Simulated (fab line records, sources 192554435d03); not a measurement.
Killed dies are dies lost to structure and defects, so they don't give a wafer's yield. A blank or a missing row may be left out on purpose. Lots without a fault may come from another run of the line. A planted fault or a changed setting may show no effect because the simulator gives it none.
Which tool did it? | flow n5_finfet | 7 lots, 21 wafers sampled, at 8 steps of a route of 1938

WHAT THE GAUGES READ, wafer by wafer
N5_BEOL_M11_CD_MEAS_18: pitch 140 nm, target cd 70 nm. Usual: cd_nm 69.7 nm, standard deviation 0.87.
lot  | measured     | on        | cd_nm (nm)     | flag
L474 | day 13 02:18 | cd_sem-02 | 70.4 70.4 69.1 |
L475 | day 13 17:02 | cd_sem-03 | 69.2 69.9 68.4 |
L480 | day 14 15:29 | cd_sem-03 | 69.9 70.8 70.5 |
L481 | day 15 03:14 | cd_sem-01 | 70.1 68.0 68.2 |
L487 | day 16 17:04 | cd_sem-03 | 67.5 68.3 68.0 |
L488 | day 16 17:21 | cd_sem-01 | 69.5 70.3 71.1 |
L496 | day 18 23:10 | cd_sem-01 | 69.0 68.9 69.8 |

N5_BEOL_M11_INSPECT_30: inspects for defects (brightfield). Usual: raw_defect_count 385, standard deviation 95.
lot  | measured     | on                | raw_defect_count | flag
L474 | day 13 03:15 | defect_inspect-01 | 307 322 354      |
L475 | day 13 17:32 | defect_inspect-01 | 268 330 327      |
L480 | day 14 16:25 | defect_inspect-02 | 498 456 329      |
L481 | day 15 05:14 | defect_inspect-01 | 567 397 562      |
L487 | day 16 18:19 | defect_inspect-01 | 475 286 311      |
L488 | day 16 18:09 | defect_inspect-02 | 449 516 495      |
L496 | day 18 23:41 | defect_inspect-02 | 412 402 501      |

N5_BEOL_M11_OCD_MEAS_38. Usual: trench_depth_nm 151 nm, standard deviation 3.4.
lot  | measured     | on     | trench_depth_nm (nm) | flag
L474 | day 13 03:47 | ocd-01 | 151 151 150          |
L475 | day 13 18:04 | ocd-01 | 151 155 151          |
L480 | day 14 16:57 | ocd-02 | 146 149 150          |
L481 | day 15 05:59 | ocd-02 | 147 148 149          |
L487 | day 16 19:10 | ocd-01 | 149 192 151          | OFF
L488 | day 16 18:42 | ocd-01 | 155 151 150          |
L496 | day 19 00:34 | ocd-01 | 151 147 148          |

N5_BEOL_M11_THK_MEAS_53: measures by xrf. Usual: M11_THK 145 nm, standard deviation 3.9.
lot  | measured     | on            | M11_THK (nm) | flag
L474 | day 13 05:46 | film_metro-02 | 145 145 145  |
L475 | day 13 21:28 | film_metro-01 | 148 151 146  |
L480 | day 14 19:41 | film_metro-01 | 139 143 141  |
L481 | day 15 09:32 | film_metro-01 | 134 141 137  |
L487 | day 16 22:25 | film_metro-02 | 142 187 144  | OFF
L488 | day 16 21:31 | film_metro-01 | 150 145 143  |
L496 | day 19 04:21 | film_metro-01 | 145 144 144  |

N5_BEOL_M11_RS_MEAS_57: measures by four-point-probe. Usual: M11_RS 0.148 ohm/sq, standard deviation 0.0041.
lot  | measured     | on            | M11_RS (ohm/sq)   | flag
L474 | day 13 05:54 | film_metro-01 | 0.150 0.150 0.150 |
L475 | day 13 21:37 | film_metro-01 | 0.144 0.140 0.145 |
L480 | day 14 19:49 | film_metro-02 | 0.155 0.151 0.153 |
L481 | day 15 09:40 | film_metro-02 | 0.161 0.153 0.156 |
L487 | day 16 22:32 | film_metro-01 | 0.152 0.112 0.149 |
L488 | day 16 21:41 | film_metro-01 | 0.145 0.150 0.152 |
L496 | day 19 04:28 | film_metro-01 | 0.148 0.150 0.150 |

N5_BEOL_M15_RC_MEAS_101. Usual: etest_temp_c 25.00 C, standard deviation 0.11; COMB_M10 1.49e-11 S/m, standard deviation 2.8e-12; COMB_M12 6.1e-12 S/m, standard deviation 1.2e-12; COMB_M13 4.8e-12 S/m, standard deviation 1e-12; COMB_M14 3.3e-12 S/m, standard deviation 8.1e-13; COMB_M15 2.3e-12 S/m, standard deviation 6e-13; COMB_M5 3.5e-11 S/m, standard deviation 6.3e-12; COMB_M6 2.6e-11 S/m, standard deviation 5.3e-12; COMB_M7 2.6e-11 S/m, standard deviation 5.1e-12; COMB_M7_max_site 3.8e-11 S/m, standard deviation 7.9e-12; COMB_M8 2.6e-11 S/m, standard deviation 5.6e-12; COMB_M9 1.38e-11 S/m, standard deviation 2.8e-12; SERP_M10 3.07 ohm/um, standard deviation 0.099; SERP_M11 3.02 ohm/um, standard deviation 0.1; SERP_M11_max_site 3.11 ohm/um, standard deviation 0.11; SERP_M12 0.632 ohm/um, standard deviation 0.018; SERP_M13 0.310 ohm/um, standard deviation 0.0077; SERP_M14 0.163 ohm/um, standard deviation 0.0062; SERP_M5 38.1 ohm/um, standard deviation 2; SERP_M5_max_site 39.6 ohm/um, standard deviation 2.2; SERP_M6 13.9 ohm/um, standard deviation 0.69; SERP_M7 13.7 ohm/um, standard deviation 0.67; SERP_M8 13.6 ohm/um, standard deviation 0.64; SERP_M9 2.98 ohm/um, standard deviation 0.1.
lot  | measured     | on        | etest_temp_c (C)  | COMB_M10 (S/m)             | COMB_M12 (S/m)          | COMB_M13 (S/m)          | COMB_M14 (S/m)          | COMB_M15 (S/m)          | COMB_M5 (S/m)           | COMB_M6 (S/m)           | COMB_M7 (S/m)           | COMB_M7_max_site (S/m)  | COMB_M8 (S/m)           | COMB_M9 (S/m)              | SERP_M10 (ohm/um) | SERP_M11 (ohm/um) | SERP_M11_max_site (ohm/um) | SERP_M12 (ohm/um) | SERP_M13 (ohm/um) | SERP_M14 (ohm/um) | SERP_M5 (ohm/um) | SERP_M5_max_site (ohm/um) | SERP_M6 (ohm/um) | SERP_M7 (ohm/um) | SERP_M8 (ohm/um) | SERP_M9 (ohm/um) | flag
L474 | day 14 06:57 | prober-02 | 24.86 24.96 24.95 | 1.53e-11 1.47e-11 2.28e-11 | 6.2e-12 5.9e-12 5.8e-12 | 4.6e-12 3.7e-12 4.6e-12 | 2.7e-12 3.9e-12 4.2e-12 | 2.5e-12 2e-12 2.5e-12   | 3.9e-11 3e-11 3.7e-11   | 2.5e-11 1.8e-11 2.1e-11 | 3.3e-11 2.8e-11 3e-11   | 4.3e-11 4e-11 5.6e-11   | 2.9e-11 3.3e-11 3.4e-11 | 1.3e-11 1.14e-11 1.12e-11  | 3.10 3.07 2.88    | 3.05 3.02 3.15    | 3.17 3.05 3.26             | 0.617 0.646 0.634 | 0.304 0.310 0.311 | 0.163 0.162 0.160 | 38.3 38.7 38.4   | 39.5 39.8 39.6            | 14.3 15.5 13.8   | 14.2 13.0 12.8   | 13.1 14.4 14.2   | 2.94 3.02 2.90   |
L475 | day 15 01:16 | prober-02 | 24.93 25.09 24.91 | 1.64e-11 1.34e-11 2.39e-11 | 7.1e-12 5.7e-12 5.3e-12 | 3.7e-12 5.3e-12 5.1e-12 | 4.1e-12 2.3e-12 3e-12   | 3.7e-12 2.4e-12 2.2e-12 | 3.9e-11 3.1e-11 4.1e-11 | 2.9e-11 2.6e-11 2.4e-11 | 1.9e-11 1.8e-11 2.6e-11 | 2.2e-11 2.9e-11 3.5e-11 | 2.7e-11 2.8e-11 2.7e-11 | 1.62e-11 1.44e-11 1.49e-11 | 2.98 3.14 2.85    | 2.97 2.87 2.96    | 3.08 2.92 3.24             | 0.626 0.636 0.660 | 0.313 0.313 0.314 | 0.167 0.166 0.166 | 38.0 40.9 37.6   | 38.9 41.6 39.4            | 13.3 13.0 13.7   | 14.5 14.1 14.4   | 13.8 14.2 13.5   | 2.93 3.00 2.90   |
L480 | day 15 18:31 | prober-02 | 25.07 25.07 25.18 | 1.58e-11 2.16e-11 1.52e-11 | 3e-12 4e-12 7.5e-12     | 4.7e-12 2.7e-12 3.7e-12 | 2.3e-12 3.2e-12 2.9e-12 | 1.5e-12 1.5e-12 1.8e-12 | 3.4e-11 4.5e-11 4e-11   | 2.8e-11 3.3e-11 3.2e-11 | 1.8e-11 3.1e-11 2.7e-11 | 2.5e-11 5.2e-11 3.9e-11 | 3.3e-11 3.9e-11 2.9e-11 | 1.32e-11 1.66e-11 1.78e-11 | 3.06 3.32 3.13    | 3.17 3.00 3.06    | 3.31 3.09 3.11             | 0.637 0.653 0.630 | 0.308 0.300 0.315 | 0.158 0.168 0.156 | 39.2 38.7 38.8   | 40.8 40.2 40.4            | 14.0 14.2 14.0   | 14.2 14.4 15.4   | 13.7 13.2 13.2   | 3.16 2.92 3.09   |
L481 | day 16 12:47 | prober-01 | 25.05 25.13 25.13 | 1.61e-11 1.26e-11 1.24e-11 | 4.9e-12 6e-12 6.3e-12   | 3.5e-12 4.1e-12 2.8e-12 | 2.7e-12 4.1e-12 4e-12   | 2.6e-12 2.2e-12 2.3e-12 | 3.7e-11 2.9e-11 3.2e-11 | 2.1e-11 2.7e-11 3.4e-11 | 2.2e-11 2.2e-11 2.6e-11 | 2.8e-11 2.7e-11 3.4e-11 | 2.1e-11 2.5e-11 2.7e-11 | 1.61e-11 1.9e-11 1.14e-11  | 3.05 2.90 3.08    | 3.25 3.22 3.25    | 3.34 3.30 3.33             | 0.639 0.633 0.625 | 0.303 0.310 0.321 | 0.168 0.170 0.158 | 34.5 37.6 37.7   | 35.2 39.7 38.2            | 13.3 13.8 13.8   | 13.1 13.0 12.9   | 13.0 13.9 13.4   | 2.87 2.92 2.95   |
L487 | day 18 03:10 | prober-01 | 24.99 24.82 25.00 | 1.52e-11 1.34e-11 1.56e-11 | 6.1e-12 7.6e-12 5.4e-12 | 5.1e-12 5e-12 4.8e-12   | 4.7e-12 3.9e-12 4.2e-12 | 2.9e-12 2.7e-12 2.6e-12 | 3e-11 3.7e-11 3.1e-11   | 2.6e-11 2.6e-11 2.6e-11 | 3.3e-11 2.4e-11 3.7e-11 | 4.7e-11 4.3e-11 5.5e-11 | 2.2e-11 2.6e-11 2.2e-11 | 1.27e-11 1e-11 1.34e-11    | 2.86 2.92 3.09    | 3.28 2.37 3.18    | 3.32 2.47 3.22             | 0.630 0.605 0.635 | 0.314 0.319 0.306 | 0.168 0.155 0.167 | 34.0 37.4 38.2   | 35.9 38.2 39.4            | 13.2 15.3 14.1   | 14.3 14.1 14.0   | 13.4 13.0 13.0   | 2.83 2.93 2.79   |
L488 | day 17 23:05 | prober-02 | 25.02 24.99 25.00 | 1.26e-11 1.27e-11 1.15e-11 | 7e-12 8.3e-12 6.2e-12   | 4.7e-12 4.2e-12 5e-12   | 4.9e-12 3e-12 4.1e-12   | 1.9e-12 1.7e-12 2.1e-12 | 5.2e-11 4.8e-11 3.7e-11 | 3e-11 2.4e-11 2.5e-11   | 1.7e-11 3e-11 2.1e-11   | 2.8e-11 3.9e-11 2.4e-11 | 2.4e-11 2.2e-11 2.4e-11 | 1.61e-11 1.31e-11 1.53e-11 | 3.01 3.06 2.97    | 3.03 3.00 3.05    | 3.09 3.10 3.11             | 0.632 0.634 0.618 | 0.298 0.300 0.318 | 0.163 0.168 0.166 | 38.7 39.9 39.1   | 39.7 40.3 39.9            | 14.5 14.4 15.2   | 13.8 14.8 15.2   | 13.9 13.2 14.3   | 3.04 2.94 3.05   |
L496 | day 20 05:16 | prober-01 | 25.11 24.99 25.10 | 1.78e-11 1.31e-11 1.15e-11 | 5.8e-12 7.3e-12 5.8e-12 | 5e-12 6.9e-12 4.9e-12   | 3.6e-12 3.1e-12 3.2e-12 | 2e-12 2.4e-12 2.3e-12   | 3.9e-11 3.7e-11 4.3e-11 | 2.3e-11 1.7e-11 2.3e-11 | 2.5e-11 3.4e-11 3.1e-11 | 3.8e-11 5.4e-11 3.8e-11 | 3.5e-11 3.1e-11 2.2e-11 | 9e-12 1.53e-11 1.51e-11    | 3.06 3.01 3.10    | 3.07 3.14 3.04    | 3.28 3.27 3.15             | 0.604 0.617 0.632 | 0.313 0.312 0.321 | 0.158 0.161 0.175 | 37.8 37.0 37.8   | 38.1 41.0 38.2            | 13.8 14.3 13.5   | 12.9 13.2 13.1   | 13.7 14.5 13.1   | 3.01 2.93 2.84   |

WHICH TOOL RAN EACH LOT (tool, then ch and the chambers of the sampled wafers, then the start)
lot  | N5_BEOL_M11_TRENCH_ETCH_37         | N5_BEOL_M11_PRE_CLEAN_45
L474 | rie_diel-06 ch 0,3, day 13 03:36   | pvd_sputter-03, day 13 04:20
L475 | rie_diel-06 ch 1,3, day 13 17:53   | pvd_sputter-01, day 13 19:59
L480 | rie_diel-06 ch 0,2,3, day 14 16:46 | pvd_sputter-03, day 14 17:55
L481 | rie_diel-06 ch 2,3, day 15 05:48   | pvd_sputter-03, day 15 07:00
L487 | rie_diel-06 ch 0,2,3, day 16 18:59 | pvd_sputter-03, day 16 20:40
L488 | rie_diel-06 ch 0,1, day 16 18:31   | pvd_sputter-02, day 16 19:20
L496 | rie_diel-02 ch 0,2,3, day 19 00:23 | pvd_sputter-01, day 19 01:22
- N5_BEOL_M11_TRENCH_ETCH_37: etches SiCOH lowk in C4F6/O2, target depth 148.83 nm, time 48 s.
- N5_BEOL_M11_PRE_CLEAN_45: time 30 s.

WHAT THE TOOLS THEMSELVES READ (means of the sampled wafers that have a number; where no wafer has one, the mark that the record gives instead)
N5_BEOL_M11_TRENCH_ETCH_37. Usual: bias_w 185.0 W, standard deviation 0.55; drypump_motor_current_A 5.7 A, standard deviation 0.38; oes_product_au 0.82 a.u., standard deviation 0.084; rf_fwd_power_W 341.7 W, standard deviation 1.5; rf_vpp_V 660 V, standard deviation 13; run_length_s 71.1 s, standard deviation 0.52; showerhead_plenum_p_Torr 2.85 Torr, standard deviation 0.09; throttle_valve_pct 20.81 %, standard deviation 0.21.
lot  | tool        | bias_w (W) | drypump_motor_current_A (A) | oes_product_au (a.u.) | rf_fwd_power_W (W) | rf_vpp_V (V) | run_length_s (s) | showerhead_plenum_p_Torr (Torr) | throttle_valve_pct (%) | flag
L474 | rie_diel-06 | 185.1      | 6.0                         | 0.80                  | 342.2              | 658          | 71.9             | 2.82                            | 20.74                  |
L475 | rie_diel-06 | 184.8      | 5.4                         | 0.91                  | 343.2              | 671          | 70.8             | 2.81                            | 20.76                  |
L480 | rie_diel-06 | 185.1      | 5.6                         | 0.81                  | 341.5              | 653          | 71.4             | 2.84                            | 20.77                  |
L481 | rie_diel-06 | 185.1      | 5.3                         | 0.82                  | 342.3              | 649          | 71.2             | 2.86                            | 20.79                  |
L487 | rie_diel-06 | 185.2      | 5.6                         | 0.79                  | 342.4              | 654          | 76.2             | 2.83                            | 20.80                  | OFF
L488 | rie_diel-06 | 185.2      | 5.9                         | 0.82                  | 341.7              | 651          | 71.4             | 2.85                            | 20.65                  |
L496 | rie_diel-02 | 184.8      | 5.8                         | 0.75                  | 341.4              | 661          | 70.6             | 2.77                            | 21.06                  |

N5_BEOL_M11_PRE_CLEAN_45. Usual: heater_power_w 324 W, standard deviation 26.
lot  | tool           | heater_power_w (W) | flag
L474 | pvd_sputter-03 | 311                |
L475 | pvd_sputter-01 | 329                |
L480 | pvd_sputter-03 | 303                |
L481 | pvd_sputter-03 | 328                |
L487 | pvd_sputter-03 | 309                |
L488 | pvd_sputter-02 | 359                |
L496 | pvd_sputter-01 | 332                |

THE ANSWER, worked out from the rows above alone
Rule: a lot is off if the mean of its wafers that have a number lies more than 3 standard deviations from the usual mean. A lot without any number at a reading at which 4 lots or more have one is off too. The other lots that the step has rows for count as sound. The gauges are gone through in route order, then the tools' own readings, and for those a lot's mean is taken as printed above. The first step at which some lot is off is used, and at that step the reading that is off furthest; a lot without a number counts as furthest.
Off: L487, at N5_BEOL_M11_OCD_MEAS_38 (trench_depth_nm).
A tool fits if, at a process step before that reading, it ran every lot that is off, and no sound lot after the first of them. The gauges at N5_BEOL_M11_OCD_MEAS_38 aren't tried: what is off there is off at N5_BEOL_M11_THK_MEAS_53 too, on other tools, and a gauge's error can't cause that. One fits: rie_diel-06 at N5_BEOL_M11_TRENCH_ETCH_37. Its last sound lot is L488 (day 16 18:31), its first lot that is off L487 (day 16 18:59): a fault that began between those two fits.
The tool's own readings at N5_BEOL_M11_TRENCH_ETCH_37 bear it out: on the lots that are off they differ by more than 5 times the standard deviation of the sound lots' means. run_length_s reads 76.2 s there against 71.2 s on the sound lots.

WHAT THE SIMULATOR HAD PUT IN
Process parameter drift: rie_diel-06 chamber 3, from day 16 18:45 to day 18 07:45, at N5_BEOL_M11_TRENCH_ETCH_37. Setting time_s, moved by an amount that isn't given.
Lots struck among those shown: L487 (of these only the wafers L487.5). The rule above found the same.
